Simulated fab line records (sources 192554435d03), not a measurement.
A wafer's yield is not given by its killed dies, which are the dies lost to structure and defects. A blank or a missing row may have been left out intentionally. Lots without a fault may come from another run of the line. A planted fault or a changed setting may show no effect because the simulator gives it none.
Chamber matching :: flow n5_finfet :: N5_BEOL_M15_CMP_49 on cmp-02 has 4 sister chambers
The step polishes, stops on SiO2, t overpolish 4.9 s, target thk 850 nm. 14 wafers are shown with their chamber, then 7 later ones without.

EACH WAFER AND ITS CHAMBER
wafer: L076.2
chamber: 0
motor_current_A (A): 8.0
barrier_field_endpoint_s (s): 12.0
overpolish_run_s (s): 4.884

wafer: L076.3
chamber: 1
motor_current_A (A): 7.9
barrier_field_endpoint_s (s): 11.7
overpolish_run_s (s): 4.906

wafer: L076.4
chamber: 2
motor_current_A (A): 8.4
barrier_field_endpoint_s (s): 11.5
overpolish_run_s (s): 4.908

wafer: L079.3
chamber: 3
motor_current_A (A): 8.6
barrier_field_endpoint_s (s): 11.5
overpolish_run_s (s): 4.891

wafer: L079.4
chamber: 0
motor_current_A (A): 8.1
barrier_field_endpoint_s (s): 11.9
overpolish_run_s (s): 4.913

wafer: L079.6
chamber: 3
motor_current_A (A): 8.7
barrier_field_endpoint_s (s): 11.6
overpolish_run_s (s): 4.901

wafer: L087.2
chamber: 0
motor_current_A (A): 7.6
barrier_field_endpoint_s (s): 11.7
overpolish_run_s (s): 4.903

wafer: L087.3
chamber: 3
motor_current_A (A): 8.6
barrier_field_endpoint_s (s): 11.2
overpolish_run_s (s): 4.911

wafer: L087.6
chamber: 1
motor_current_A (A): 8.0
barrier_field_endpoint_s (s): 11.4
overpolish_run_s (s): 4.902

wafer: L095.1
chamber: 2
motor_current_A (A): 8.3
barrier_field_endpoint_s (s): 11.5
overpolish_run_s (s): 4.905

wafer: L095.2
chamber: 3
motor_current_A (A): 9.1
barrier_field_endpoint_s (s): 11.7
overpolish_run_s (s): 4.908

wafer: L095.4
chamber: 0
motor_current_A (A): 8.0
barrier_field_endpoint_s (s): 11.7
overpolish_run_s (s): 4.904

wafer: L094.2
chamber: 2
motor_current_A (A): 8.0
barrier_field_endpoint_s (s): 11.2
overpolish_run_s (s): 4.896

wafer: L094.3
chamber: 0
motor_current_A (A): 7.6
barrier_field_endpoint_s (s): 11.4
overpolish_run_s (s): 4.901

SIGNATURES (means of the wafers above)
reading: motor_current_A
chamber 0: 7.860
chamber 1: 7.950
chamber 2: 8.233
chamber 3: 8.750
scatter within a chamber: 0.222

reading: barrier_field_endpoint_s
chamber 0: 11.740
chamber 1: 11.550
chamber 2: 11.400
chamber 3: 11.500
scatter within a chamber: 0.214

reading: overpolish_run_s
chamber 0: 4.90100
chamber 1: 4.90400
chamber 2: 4.90300
chamber 3: 4.90275
scatter within a chamber: 0.00877
Rule: a wafer's distance from a chamber is the root of the sum, over the readings, of the square of ((its reading less the chamber's mean) divided by the reading's scatter). The wafer belongs to the nearest chamber; if the next one is less than 2 further off, it can't be placed. The scatter: take each reading less its chamber's mean, square it, sum over the shown wafers, divide by the number of wafers less the number of chambers, and take the root.

WAFERS WITHOUT THEIR CHAMBER
wafer: L094.5
motor_current_A (A): 9.2
barrier_field_endpoint_s (s): 11.3
overpolish_run_s (s): 4.913

wafer: L093.1
motor_current_A (A): 8.2
barrier_field_endpoint_s (s): 11.4
overpolish_run_s (s): 4.906

wafer: L093.5
motor_current_A (A): 8.8
barrier_field_endpoint_s (s): 11.5
overpolish_run_s (s): 4.916

wafer: L093.6
motor_current_A (A): 7.3
barrier_field_endpoint_s (s): 11.8
overpolish_run_s (s): 4.886

wafer: L096.4
motor_current_A (A): 8.8
barrier_field_endpoint_s (s): 11.1
overpolish_run_s (s): 4.903

wafer: L096.5
motor_current_A (A): 7.7
barrier_field_endpoint_s (s): 11.2
overpolish_run_s (s): 4.876

wafer: L096.6
motor_current_A (A): 7.9
barrier_field_endpoint_s (s): 11.3
overpolish_run_s (s): 4.890

WHICH CHAMBER EACH WENT THROUGH
wafer: L094.5
from the rows above: 3
in truth: 3

wafer: L093.1
from the rows above: can't be placed: 2 or 1 or 0
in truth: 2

wafer: L093.5
from the rows above: can't be placed: 3 or 2
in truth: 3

wafer: L093.6
from the rows above: can't be placed: 0 or 1 or 2
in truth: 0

wafer: L096.4
from the rows above: can't be placed: 3 or 2
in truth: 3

wafer: L096.5
from the rows above: can't be placed: 1 or 0 or 2
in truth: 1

wafer: L096.6
from the rows above: can't be placed: 1 or 2 or 0
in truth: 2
1 of 7 placed correctly. From these rows, 6 cannot be placed; in 6 the true chamber is one of the candidates. Wrongly placed: 0.
